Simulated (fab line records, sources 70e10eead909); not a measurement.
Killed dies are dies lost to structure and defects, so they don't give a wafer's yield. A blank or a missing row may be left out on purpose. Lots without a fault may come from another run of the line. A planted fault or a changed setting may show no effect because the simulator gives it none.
Tool commonality check | flow nand_harc | 13 lots, 39 wafers sampled

WHY IT WAS OPENED
At NHARC_A_ONON_D1_THK_MEAS_30 the reading thk_nm is flagged on 2 of 13 lots. Wafers without a fault read 999 nm, standard deviation 8.4.
Rule: a lot is flagged when every wafer of it that has a number lies more than 4 standard deviations from that mean, or none has a number. The other lots count as sound.

lot  | measured     | on            | thk_nm (nm), wafer by wafer | flag
L544 | day 8 02:56  | film_metro-02 | 991 989 993                 |
L547 | day 8 16:30  | film_metro-01 | 1005 1007 1008              |
L545 | day 8 16:31  | film_metro-01 | 992 990 993                 |
L549 | day 9 08:25  | film_metro-01 | 991 992 990                 |
L551 | day 9 17:22  | film_metro-01 | 1593 1592 1593              | FLAGGED
L553 | day 10 04:22 | film_metro-01 | 1591 1592 1590              | FLAGGED
L556 | day 11 05:10 | film_metro-01 | 992 991 993                 |
L557 | day 11 05:10 | film_metro-02 | 996 996 995                 |
L562 | day 12 08:43 | film_metro-02 | 1006 1006 1007              |
L563 | day 12 20:33 | film_metro-02 | 999 998 996                 |
L564 | day 13 01:31 | film_metro-01 | 1008 1008 1009              |
L565 | day 13 07:41 | film_metro-02 | 1011 1010 1010              |
L567 | day 13 07:50 | film_metro-01 | 984 984 984                 |
The numbers of the flagged lots are 1592 nm on average: +593 nm against the usual, or +71 standard deviations.

WHICH TOOL RAN EACH LOT
The record holds 2 process steps before the reading, out of a route of 1159 steps. In each cell: the tool, then ch and the chambers that the sampled wafers went through, then the start.
lot  | flag    | NHARC_A_ZERO_WELL_ETCH_13        | NHARC_A_ONON_D1_DEP_28
L544 |         | rie_si-01 ch 0,1, day 6 16:19    | pecvd_onon-01 ch 0, day 8 02:25
L547 |         | rie_si-04 ch 1,3, day 7 07:00    | pecvd_onon-03 ch 0, day 8 16:00
L545 |         | rie_si-04 ch 0,2,3, day 7 05:21  | pecvd_onon-02 ch 0, day 8 16:11
L549 |         | rie_si-01 ch 0,3, day 7 21:59    | pecvd_onon-02 ch 0, day 9 07:58
L551 | FLAGGED | rie_si-01 ch 1,2,3, day 8 05:53  | pecvd_onon-03 ch 0, day 9 16:52
L553 | FLAGGED | rie_si-01 ch 0,1,3, day 8 16:50  | pecvd_onon-03 ch 0, day 10 03:58
L556 |         | rie_si-01 ch 1,2,3, day 9 19:28  | pecvd_onon-02 ch 0, day 11 04:39
L557 |         | rie_si-01 ch 0,2, day 9 20:16    | pecvd_onon-01 ch 0, day 11 04:43
L562 |         | rie_si-06 ch 1,2,3, day 10 22:53 | pecvd_onon-02 ch 0, day 12 08:13
L563 |         | rie_si-04 ch 0,2,3, day 11 02:26 | pecvd_onon-01 ch 0, day 12 20:06
L564 |         | rie_si-04 ch 0,1,2, day 11 13:58 | pecvd_onon-02 ch 0, day 13 01:08
L565 |         | rie_si-01 ch 0,1,2, day 11 19:17 | pecvd_onon-01 ch 0, day 13 07:14
L567 |         | rie_si-06 ch 0,1, day 11 23:46   | pecvd_onon-03 ch 0, day 13 07:19
What these steps do:
- NHARC_A_ZERO_WELL_ETCH_13: etches the open film in HBr/Cl2, target depth 120 nm, time 40.1 s.
- NHARC_A_ONON_D1_DEP_28: target thk 1000 nm.
- NHARC_A_ONON_D1_THK_MEAS_30: measures by ellipsometry.

FLAGGED OVER TOTAL, TOOL BY TOOL (the gauges that took the reading come last)
step                        | tool          | lots run | flagged | share of the flagged lots | sound lots run after its first flagged lot
NHARC_A_ZERO_WELL_ETCH_13   | rie_si-01     | 7        | 2       | all                       | 3 (L556,L557,L565)
NHARC_A_ZERO_WELL_ETCH_13   | rie_si-04     | 4        | 0       | none                      | -
NHARC_A_ZERO_WELL_ETCH_13   | rie_si-06     | 2        | 0       | none                      | -
NHARC_A_ONON_D1_DEP_28      | pecvd_onon-01 | 4        | 0       | none                      | -
NHARC_A_ONON_D1_DEP_28      | pecvd_onon-02 | 5        | 0       | none                      | -
NHARC_A_ONON_D1_DEP_28      | pecvd_onon-03 | 4        | 2       | all                       | 1 (L567)
NHARC_A_ONON_D1_THK_MEAS_30 | film_metro-01 | 8        | 2       | all                       | 3 (L556,L564,L567)
NHARC_A_ONON_D1_THK_MEAS_30 | film_metro-02 | 5        | 0       | none                      | -

WHAT THE TABLE ALLOWS
3 rows of the table ran every flagged lot: rie_si-01 at NHARC_A_ZERO_WELL_ETCH_13, pecvd_onon-03 at NHARC_A_ONON_D1_DEP_28, film_metro-01 at NHARC_A_ONON_D1_THK_MEAS_30.
- rie_si-01 at NHARC_A_ZERO_WELL_ETCH_13: 2 of its 7 lots flagged. Sound lots ran on it after the first flagged one (L556, L557, L565), which a lasting fault on the whole tool wouldn't allow.
- pecvd_onon-03 at NHARC_A_ONON_D1_DEP_28: 2 of its 4 lots flagged. Sound lots ran on it after the first flagged one (L567), which a lasting fault on the whole tool wouldn't allow.
- film_metro-01 at NHARC_A_ONON_D1_THK_MEAS_30: 2 of its 8 lots flagged. Sound lots ran on it after the first flagged one (L556, L564, L567), which a lasting fault on the whole tool wouldn't allow.
No row of the table ran every flagged lot and no sound lot after the first.

WHAT THE SIMULATOR HAD PUT IN
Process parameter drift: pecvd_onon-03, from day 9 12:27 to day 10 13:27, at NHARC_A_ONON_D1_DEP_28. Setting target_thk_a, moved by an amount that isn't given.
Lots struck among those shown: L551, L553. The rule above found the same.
